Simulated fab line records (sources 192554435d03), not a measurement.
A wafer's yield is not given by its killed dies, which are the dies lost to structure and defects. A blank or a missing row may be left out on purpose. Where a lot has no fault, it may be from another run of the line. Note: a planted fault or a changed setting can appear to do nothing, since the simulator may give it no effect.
Matching of chambers / flow n5 finfet / rie diel-03 running N5_BEOL_M2_STRIP_36: 4 sister chambers
The step strips in N2/H2. 14 wafers are shown with their chamber, then 7 later ones without.

WAFERS, EACH WITH ITS CHAMBER
wafer=L074.1; chamber=3; showerhead plenum p Torr (Torr)=2.57; throttle valve pct (%)=23.3; oes product au (a.u.)=0.86
wafer=L074.2; chamber=2; showerhead plenum p Torr (Torr)=2.52; throttle valve pct (%)=23.2; oes product au (a.u.)=0.77
wafer=L074.3; chamber=0; showerhead plenum p Torr (Torr)=2.41; throttle valve pct (%)=24.0; oes product au (a.u.)=0.66
wafer=L080.1; chamber=0; showerhead plenum p Torr (Torr)=2.41; throttle valve pct (%)=24.0; oes product au (a.u.)=0.67
wafer=L080.3; chamber=3; showerhead plenum p Torr (Torr)=2.57; throttle valve pct (%)=23.3; oes product au (a.u.)=0.85
wafer=L080.6; chamber=0; showerhead plenum p Torr (Torr)=2.41; throttle valve pct (%)=24.0; oes product au (a.u.)=0.66
wafer=L083.2; chamber=2; showerhead plenum p Torr (Torr)=2.51; throttle valve pct (%)=23.3; oes product au (a.u.)=0.75
wafer=L083.4; chamber=1; showerhead plenum p Torr (Torr)=2.48; throttle valve pct (%)=23.1; oes product au (a.u.)=0.99
wafer=L083.6; chamber=0; showerhead plenum p Torr (Torr)=2.41; throttle valve pct (%)=24.0; oes product au (a.u.)=0.66
wafer=L087.2; chamber=1; showerhead plenum p Torr (Torr)=2.48; throttle valve pct (%)=23.2; oes product au (a.u.)=0.94
wafer=L087.5; chamber=3; showerhead plenum p Torr (Torr)=2.56; throttle valve pct (%)=23.4; oes product au (a.u.)=0.84
wafer=L087.6; chamber=1; showerhead plenum p Torr (Torr)=2.48; throttle valve pct (%)=23.2; oes product au (a.u.)=0.93
wafer=L090.1; chamber=2; showerhead plenum p Torr (Torr)=2.51; throttle valve pct (%)=23.3; oes product au (a.u.)=0.72
wafer=L090.5; chamber=3; showerhead plenum p Torr (Torr)=2.55; throttle valve pct (%)=23.4; oes product au (a.u.)=0.82

SIGNATURES (means of the wafers above)
reading=showerhead plenum p Torr; chamber 0=2.4100; chamber 1=2.4800; chamber 2=2.5133; chamber 3=2.5625; scatter within a chamber=0.00585
reading=throttle valve pct; chamber 0=24.000; chamber 1=23.167; chamber 2=23.267; chamber 3=23.350; scatter within a chamber=0.0483
reading=oes product au; chamber 0=0.6625; chamber 1=0.9533; chamber 2=0.7467; chamber 3=0.8425; scatter within a chamber=0.0207
Rule: a wafer lies at a distance from a chamber equal to the root of the sum of squares, over the readings, of (its reading less the chamber's mean, divided by the reading's scatter). The wafer belongs to the nearest chamber; if the next one is less than 2 further off, it can't be placed. How the scatter is found: for the shown wafers, subtract from each reading the mean of its chamber, square and add these, divide the total by (wafers less chambers), then take the root.

WAFERS MISSING THEIR CHAMBER
wafer=L090.6; showerhead plenum p Torr (Torr)=2.51; throttle valve pct (%)=23.3; oes product au (a.u.)=0.72
wafer=L091.1; showerhead plenum p Torr (Torr)=2.51; throttle valve pct (%)=23.3; oes product au (a.u.)=0.72
wafer=L091.5; showerhead plenum p Torr (Torr)=2.72; throttle valve pct (%)=23.6; oes product au (a.u.)=0.94
wafer=L091.6; showerhead plenum p Torr (Torr)=2.51; throttle valve pct (%)=23.2; oes product au (a.u.)=0.72
wafer=L093.2; showerhead plenum p Torr (Torr)=2.72; throttle valve pct (%)=23.6; oes product au (a.u.)=0.92
wafer=L093.4; showerhead plenum p Torr (Torr)=2.55; throttle valve pct (%)=23.4; oes product au (a.u.)=0.82
wafer=L093.5; showerhead plenum p Torr (Torr)=2.47; throttle valve pct (%)=23.2; oes product au (a.u.)=0.91

WHICH CHAMBER EACH WENT THROUGH
wafer=L090.6; from the rows above=2; in truth=2
wafer=L091.1; from the rows above=2; in truth=2
wafer=L091.5; from the rows above=3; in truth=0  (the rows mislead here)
wafer=L091.6; from the rows above=2; in truth=2
wafer=L093.2; from the rows above=3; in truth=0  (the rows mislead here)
wafer=L093.4; from the rows above=3; in truth=3
wafer=L093.5; from the rows above=1; in truth=1
5 of 7 placed correctly. From these rows, 0 cannot be placed. 2 placed wrongly.
